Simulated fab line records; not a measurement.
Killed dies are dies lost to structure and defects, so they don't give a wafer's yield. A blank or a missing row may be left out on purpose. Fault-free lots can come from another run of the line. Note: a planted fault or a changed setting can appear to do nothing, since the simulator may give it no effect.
Chamber matching	flow n5Finfet	N5_BEOL_M5_ETCH_68 on rieDiel-02 has 4 sister chambers
The step etches SOC in N2/H2, target depth 80 nm, overetch 16 nm, time 120 s. 7 wafers are shown with their chamber, then 7 later ones without.

EACH WAFER AND ITS CHAMBER
wafer	chamber	showerheadPlenumPTorr (Torr)	drypumpMotorCurrentA (A)
L077.2	0	2.44	5.8
L081.1	0	2.43	5.8
L083.1	1	2.52	4.9
L083.2	2	2.42	5.8
L083.5	1	2.52	4.8
L084.1	2	2.42	5.8
L084.3	3	2.67	5.4

WAFERS WITHOUT THEIR CHAMBER
wafer	showerheadPlenumPTorr (Torr)	drypumpMotorCurrentA (A)
L084.5	2.42	5.8
L089.1	2.67	5.4
L089.2	2.43	5.8
L089.5	2.42	5.8
L094.1	2.66	5.4
L094.3	2.51	4.8
L094.4	2.51	4.8

THE CHAMBER EACH PASSED THROUGH
wafer	from the rows above	in truth
L084.5	2	2
L089.1	3	3
L089.2	can't be placed: 0 or 2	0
L089.5	2	2
L094.1	3	3
L094.3	1	1
L094.4	1	1
Correctly placed: 6 of 7. Cannot be placed on the basis of these rows: 1; the candidates contain the true chamber in 1. Wrongly placed: 0.
How it was worked out, from the rows above alone: a wafer's distance from a chamber is the root of the sum, over the readings, of the square of ((its reading less the chamber's mean) divided by the reading's scatter). If the next closest chamber is less than 2 further off than the closest, the wafer can't be placed; otherwise it belongs to the closest. A chamber's mean is the mean of its shown wafers. The scatter is the square root of a quotient: the sum, over the shown wafers, of each reading's squared deviation from its chamber's mean, divided by wafers minus chambers.
